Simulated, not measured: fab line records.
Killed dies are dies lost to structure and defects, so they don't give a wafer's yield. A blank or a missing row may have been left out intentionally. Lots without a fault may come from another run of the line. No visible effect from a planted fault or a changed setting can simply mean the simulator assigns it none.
Which of the tools did it?	flow n5 finfet	35 wafers sampled from 12 lots at 1 step of a route of 1938

== WHAT THE GAUGES SHOWED, per wafer ==
N5_SDB_INSPECT_36: inspects for defects (darkfield). Usual: 35 for raw defect count, sd 17.
lot	measured	on	raw defect count	flag
L388	day 4 01:05	defect inspect-01	19 18	
L389	day 4 06:18	defect inspect-01	48 15 34	
L390	day 4 14:13	defect inspect-02	31 19 46	
L393	day 5 03:49	defect inspect-01	27 37 19	
L397	day 6 04:20	defect inspect-02	38 26 20	
L398	day 6 11:20	defect inspect-02	28 40 25	
L401	day 7 05:39	defect inspect-01	45 29 52	
L402	day 7 09:52	defect inspect-01	43 32 46	
L403	day 7 15:35	defect inspect-01	39 40 37	
L404	day 7 22:26	defect inspect-01	36 35 45	
L409	day 9 11:51	defect inspect-01	51 26 34	
L410	day 9 12:52	defect inspect-01	42 39 63	

== TOOL THAT RAN EACH LOT (tool first, then ch and the chambers of the sampled wafers, then the start) ==
There is no process step in the record ahead of these readings.

== AS READ BY THE TOOLS THEMSELVES (means over the sampled wafers that have a number; for cases with no such wafer, the mark the record gives instead) ==
The record holds no such reading with a usual standard deviation.

== THE ANSWER, worked out from the rows above alone ==
Rule: take the mean of a lot's wafers that have a number; if it is more than 3 standard deviations from the usual mean, the lot is off. Also off: a lot with no number at a reading for which 4 or more lots have one. The other lots that the step has rows for count as sound. After the gauges, taken in route order, come the tools' own readings; for these a lot's mean is taken, as printed above. The first step at which some lot is off is used, and at that step the reading that is off furthest; a lot without a number counts as furthest.
Across all readings shown, no lot is off: no conclusion can be drawn from this.

== WHAT THE SIMULATOR HAD PUT IN ==
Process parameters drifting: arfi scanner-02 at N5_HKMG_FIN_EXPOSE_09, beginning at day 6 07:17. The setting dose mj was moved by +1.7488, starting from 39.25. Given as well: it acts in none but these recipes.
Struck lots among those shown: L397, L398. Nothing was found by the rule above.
